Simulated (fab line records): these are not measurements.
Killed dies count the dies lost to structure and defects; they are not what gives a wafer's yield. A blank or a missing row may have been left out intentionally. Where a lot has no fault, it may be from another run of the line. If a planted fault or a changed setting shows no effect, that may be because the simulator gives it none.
Which of the tools did it? -- flow n5-finfet -- Sampling: 11 lots, 33 wafers, 4 of 1938 route steps

## WHAT THE GAUGES READ, wafer by wafer
N5_BEOL_M7_THK_MEAS_01.
lot,measured,on,M7_ILD_THK (nm)
L149,day 9 22:47,film-metro-02,152.0 154.6 154.9
L151,day 10 11:20,film-metro-02,151.4 153.5 156.0
L152,day 11 08:41,film-metro-02,155.3 158.8 157.1
L156,day 11 10:54,film-metro-01,151.4 155.7 154.3
L153,day 11 11:39,film-metro-02,150.3 154.3 153.6
L155,day 11 16:20,film-metro-01,153.3 153.1 155.5
L161,day 13 10:16,film-metro-02,179.0 181.6 181.3
L162,day 13 14:16,film-metro-01,154.9 153.7 157.5
L165,day 14 09:14,film-metro-02,153.7 156.2 157.5
L168,day 14 17:05,film-metro-02,150.3 152.7 154.1
L172,day 16 10:17,film-metro-01,152.5 151.7 152.3

## WHICH TOOL RAN EACH LOT (tool, then ch and the chambers of the sampled wafers, then the start)
lot,N5_BEOL_M6_ANNEAL_51,N5_BEOL_M6_DEP_56,N5_BEOL_M7_ILD_DEP_00
L149,"rtp-anneal-02 ch 0, day 9 21:25","pecvd-04 ch 0,1, day 9 22:04","pecvd-03 ch 0,1, day 9 22:11"
L151,"rtp-anneal-01 ch 0, day 10 10:00","pecvd-04 ch 0,1,2, day 10 10:36","pecvd-03 ch 0,1, day 10 10:44"
L152,"rtp-anneal-02 ch 0, day 11 07:01","pecvd-01 ch 0,2, day 11 07:58","pecvd-01 ch 0,1, day 11 08:06"
L156,"rtp-anneal-02 ch 0, day 11 09:31","pecvd-04 ch 0,1,2, day 11 10:10","pecvd-03 ch 0,1, day 11 10:18"
L153,"rtp-anneal-02 ch 0, day 11 09:47","pecvd-01 ch 0,1, day 11 10:26","pecvd-03 ch 0, day 11 10:34"
L155,"rtp-anneal-01 ch 0, day 11 14:59","pecvd-03 ch 0,1, day 11 15:36","pecvd-02 ch 0,1, day 11 15:45"
L161,"rtp-anneal-01 ch 0, day 13 08:53","pecvd-01 ch 0,2, day 13 09:33","pecvd-02 ch 0,1,2, day 13 09:41"
L162,"rtp-anneal-02 ch 0, day 13 12:50","pecvd-03 ch 1,2, day 13 13:23","pecvd-01 ch 0,1,2, day 13 13:32"
L165,"rtp-anneal-02 ch 0, day 14 07:17","pecvd-01 ch 0,1, day 14 08:02","pecvd-01 ch 0,1, day 14 08:10"
L168,"rtp-anneal-02 ch 0, day 14 15:46","pecvd-04 ch 1,2, day 14 16:22","pecvd-03 ch 0,2, day 14 16:30"
L172,"rtp-anneal-02 ch 0, day 16 08:48","pecvd-04 ch 1,2, day 16 09:35","pecvd-03 ch 0,2, day 16 09:43"
- N5_BEOL_M6_ANNEAL_51: time 90 s.
- N5_BEOL_M6_DEP_56: deposits SiCN from 3MS/NH3, target thk 10 nm, time 17.5 s.
- N5_BEOL_M7_ILD_DEP_00: deposits SiCOH lowk from DEMS/porogen, target thk 179.75 nm, time 33.4 s.

## THE ANSWER, worked out from the rows above alone
Rule: what is usual is taken from the lots themselves. Put in order of their means at a reading, lots are off if they are a third of the lots or fewer, leave a main group of 4 or more, and stand apart from it by a gap of 3 or more times the standard deviation of the main group's means; of several such gaps the widest counts. A main group is skipped when, at the precision printed for the reading in the tables above, its means are all equal. Also off: a lot with no number at a reading for which 4 or more lots have one. Any other lot the step has rows for is counted as sound.
Off: L161, seen at N5_BEOL_M7_THK_MEAS_01 (M7_ILD_THK). Mean 154.1 nm and standard deviation 1.5 in the main group.
If a tool, at a process step before that reading, ran all the lots that are off and no sound lot after the first of them, it fits. The gauges at N5_BEOL_M7_THK_MEAS_01 are tried like those tools. 2 tools fit, rtp-anneal-01 at N5_BEOL_M6_ANNEAL_51 and pecvd-02 at N5_BEOL_M7_ILD_DEP_00, so this cannot tell which one it is.

## WHAT THE SIMULATOR PUT IN
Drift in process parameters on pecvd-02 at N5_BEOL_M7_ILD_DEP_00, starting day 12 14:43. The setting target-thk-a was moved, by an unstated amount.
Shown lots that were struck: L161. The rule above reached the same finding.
